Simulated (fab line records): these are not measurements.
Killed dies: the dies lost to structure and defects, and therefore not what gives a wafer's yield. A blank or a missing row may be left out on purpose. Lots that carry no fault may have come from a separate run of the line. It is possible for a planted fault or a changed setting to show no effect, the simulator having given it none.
Matching of chambers    flow n5 finfet    4 sister chambers for N5_BEOL_M9_ETCH_65 on rie diel-02
The step etches SiARC in CF4, target depth 15.6 nm, time 26 s. 16 wafers are shown with their chamber, then 8 later ones without.

## EACH WAFER AND ITS CHAMBER
wafer   chamber  showerhead plenum p Torr (Torr)  drypump motor current A (A)  throttle valve pct (%)
L075.1  2        2.26                             5.8                          15.49
L075.2  3        2.09                             5.7                          15.56
L075.6  3        2.09                             5.7                          15.52
L077.2  0        2.12                             5.7                          15.89
L077.5  1        2.11                             5.1                          15.72
L077.6  0        2.12                             5.7                          15.91
L079.2  2        2.25                             5.8                          15.52
L079.3  0        2.12                             5.8                          15.89
L079.4  3        2.09                             5.7                          15.55
L082.1  3        2.08                             5.7                          15.57
L082.3  2        2.25                             5.8                          15.53
L082.4  1        2.11                             5.1                          15.73
L088.1  0        2.11                             5.8                          15.95
L088.5  0        2.11                             5.8                          15.94
L088.6  1        2.11                             5.1                          15.76
L086.1  3        2.08                             5.8                          15.58

SIGNATURES, as means of the wafers listed above
reading                   chamber 0  chamber 1  chamber 2  chamber 3  scatter within a chamber
showerhead plenum p Torr  2.1160     2.1100     2.2533     2.0860     0.00506
drypump motor current A   5.760      5.100      5.800      5.720      0.0408
throttle valve pct        15.9160    15.7367    15.5133    15.5560    0.0241
Rule: for a wafer and a chamber, the distance is found by dividing, reading by reading, the gap between the wafer's reading and the chamber's mean by the reading's scatter, squaring, summing and taking the root. The wafer belongs to the nearest chamber; if the next one is less than 2 further off, it can't be placed. How the scatter is found: for the shown wafers, subtract from each reading the mean of its chamber, square and add these, divide the total by (wafers less chambers), then take the root.

## WAFERS WHOSE CHAMBER IS MISSING
wafer   showerhead plenum p Torr (Torr)  drypump motor current A (A)  throttle valve pct (%)
L086.5  2.08                             5.7                          15.59
L086.6  2.25                             5.8                          15.56
L093.1  2.10                             5.1                          15.76
L093.2  2.11                             5.7                          15.97
L093.4  2.08                             5.7                          15.60
L096.1  2.24                             5.9                          15.59
L096.2  2.10                             5.0                          15.80
L096.4  2.24                             5.9                          15.57

## CHAMBER TAKEN BY EACH
wafer   from the rows above  in truth
L086.5  3                    3
L086.6  2                    2
L093.1  1                    1
L093.2  0                    0
L093.4  3                    3
L096.1  2                    2
L096.2  1                    1
L096.4  2                    2
Correct placement for 8 of the 8. Number that these rows cannot place: 0. 0 placed wrongly.
